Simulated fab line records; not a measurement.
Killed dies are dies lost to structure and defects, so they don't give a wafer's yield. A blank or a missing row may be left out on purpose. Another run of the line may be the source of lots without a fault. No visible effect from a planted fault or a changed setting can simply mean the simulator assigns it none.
Chamber matching :: flow n5_finfet :: N5_BEOL_M11_ETCH_61 on rie_diel-06 has 4 sister chambers
The step etches SiARC in CF4, target depth 39 nm, time 65 s. 20 wafers are shown with their chamber, then 10 later ones without.

## WAFERS PAIRED WITH THEIR CHAMBERS
wafer: L076.2
chamber: 1
drypump_motor_current_A (A): 5.3
showerhead_plenum_p_Torr (Torr): 2.25
throttle_valve_pct (%): 15.81

wafer: L076.4
chamber: 2
drypump_motor_current_A (A): 6.2
showerhead_plenum_p_Torr (Torr): 2.20
throttle_valve_pct (%): 15.49

wafer: L076.5
chamber: 1
drypump_motor_current_A (A): 5.2
showerhead_plenum_p_Torr (Torr): 2.25
throttle_valve_pct (%): 15.81

wafer: L078.2
chamber: 1
drypump_motor_current_A (A): 5.2
showerhead_plenum_p_Torr (Torr): 2.25
throttle_valve_pct (%): 15.85

wafer: L078.4
chamber: 1
drypump_motor_current_A (A): 5.2
showerhead_plenum_p_Torr (Torr): 2.25
throttle_valve_pct (%): 15.83

wafer: L078.6
chamber: 3
drypump_motor_current_A (A): 5.1
showerhead_plenum_p_Torr (Torr): 2.11
throttle_valve_pct (%): 15.53

wafer: L082.1
chamber: 1
drypump_motor_current_A (A): 5.2
showerhead_plenum_p_Torr (Torr): 2.24
throttle_valve_pct (%): 15.89

wafer: L082.5
chamber: 0
drypump_motor_current_A (A): 5.5
showerhead_plenum_p_Torr (Torr): 2.10
throttle_valve_pct (%): 15.51

wafer: L082.6
chamber: 3
drypump_motor_current_A (A): 5.1
showerhead_plenum_p_Torr (Torr): 2.10
throttle_valve_pct (%): 15.58

wafer: L080.2
chamber: 3
drypump_motor_current_A (A): 5.1
showerhead_plenum_p_Torr (Torr): 2.10
throttle_valve_pct (%): 15.58

wafer: L080.3
chamber: 1
drypump_motor_current_A (A): 5.2
showerhead_plenum_p_Torr (Torr): 2.24
throttle_valve_pct (%): 15.88

wafer: L080.4
chamber: 1
drypump_motor_current_A (A): 5.2
showerhead_plenum_p_Torr (Torr): 2.24
throttle_valve_pct (%): 15.90

wafer: L085.4
chamber: 1
drypump_motor_current_A (A): 5.2
showerhead_plenum_p_Torr (Torr): 2.24
throttle_valve_pct (%): 15.90

wafer: L085.5
chamber: 3
drypump_motor_current_A (A): 5.1
showerhead_plenum_p_Torr (Torr): 2.10
throttle_valve_pct (%): 15.58

wafer: L085.6
chamber: 0
drypump_motor_current_A (A): 5.5
showerhead_plenum_p_Torr (Torr): 2.10
throttle_valve_pct (%): 15.51

wafer: L083.2
chamber: 3
drypump_motor_current_A (A): 5.1
showerhead_plenum_p_Torr (Torr): 2.10
throttle_valve_pct (%): 15.58

wafer: L083.3
chamber: 0
drypump_motor_current_A (A): 5.5
showerhead_plenum_p_Torr (Torr): 2.10
throttle_valve_pct (%): 15.52

wafer: L083.4
chamber: 3
drypump_motor_current_A (A): 5.1
showerhead_plenum_p_Torr (Torr): 2.10
throttle_valve_pct (%): 15.59

wafer: L086.1
chamber: 3
drypump_motor_current_A (A): 5.1
showerhead_plenum_p_Torr (Torr): 2.10
throttle_valve_pct (%): 15.57

wafer: L086.3
chamber: 1
drypump_motor_current_A (A): 5.2
showerhead_plenum_p_Torr (Torr): 2.24
throttle_valve_pct (%): 15.89

SIGNATURES (averages over the wafers above)
reading: drypump_motor_current_A
chamber 0: 5.500
chamber 1: 5.211
chamber 2: 6.200
chamber 3: 5.100
scatter within a chamber: 0.0236

reading: showerhead_plenum_p_Torr
chamber 0: 2.1000
chamber 1: 2.2444
chamber 2: 2.2000
chamber 3: 2.1014
scatter within a chamber: 0.00439

reading: throttle_valve_pct
chamber 0: 15.5133
chamber 1: 15.8622
chamber 2: 15.4900
chamber 3: 15.5729
scatter within a chamber: 0.0293
Rule: a wafer's distance from a chamber is the root of the sum, over the readings, of the square of ((its reading less the chamber's mean) divided by the reading's scatter). The wafer belongs to the nearest chamber; if the next one is less than 2 further off, it can't be placed. The scatter: take each reading less its chamber's mean, square it, sum over the shown wafers, divide by the number of wafers less the number of chambers, and take the root.

## WAFERS WITH NO CHAMBER GIVEN
wafer: L086.4
drypump_motor_current_A (A): 5.1
showerhead_plenum_p_Torr (Torr): 2.10
throttle_valve_pct (%): 15.57

wafer: L093.2
drypump_motor_current_A (A): 5.5
showerhead_plenum_p_Torr (Torr): 2.09
throttle_valve_pct (%): 15.53

wafer: L093.3
drypump_motor_current_A (A): 5.2
showerhead_plenum_p_Torr (Torr): 2.24
throttle_valve_pct (%): 15.92

wafer: L093.4
drypump_motor_current_A (A): 5.1
showerhead_plenum_p_Torr (Torr): 2.10
throttle_valve_pct (%): 15.61

wafer: L081.1
drypump_motor_current_A (A): 5.2
showerhead_plenum_p_Torr (Torr): 2.23
throttle_valve_pct (%): 15.92

wafer: L081.4
drypump_motor_current_A (A): 5.5
showerhead_plenum_p_Torr (Torr): 2.09
throttle_valve_pct (%): 15.55

wafer: L081.5
drypump_motor_current_A (A): 5.2
showerhead_plenum_p_Torr (Torr): 2.23
throttle_valve_pct (%): 15.92

wafer: L097.2
drypump_motor_current_A (A): 5.2
showerhead_plenum_p_Torr (Torr): 2.23
throttle_valve_pct (%): 15.96

wafer: L097.3
drypump_motor_current_A (A): 6.2
showerhead_plenum_p_Torr (Torr): 2.18
throttle_valve_pct (%): 15.08

wafer: L097.5
drypump_motor_current_A (A): 5.5
showerhead_plenum_p_Torr (Torr): 2.09
throttle_valve_pct (%): 15.58

## CHAMBER TAKEN BY EACH
wafer: L086.4
from the rows above: 3
in truth: 3

wafer: L093.2
from the rows above: 0
in truth: 0

wafer: L093.3
from the rows above: 1
in truth: 1

wafer: L093.4
from the rows above: 3
in truth: 3

wafer: L081.1
from the rows above: 1
in truth: 1

wafer: L081.4
from the rows above: 0
in truth: 0

wafer: L081.5
from the rows above: 1
in truth: 1

wafer: L097.2
from the rows above: 1
in truth: 1

wafer: L097.3
from the rows above: 2
in truth: 2

wafer: L097.5
from the rows above: 0
in truth: 0
Correctly placed: 10 of 10. Not placeable from these rows: 0. Wrongly placed: 0.
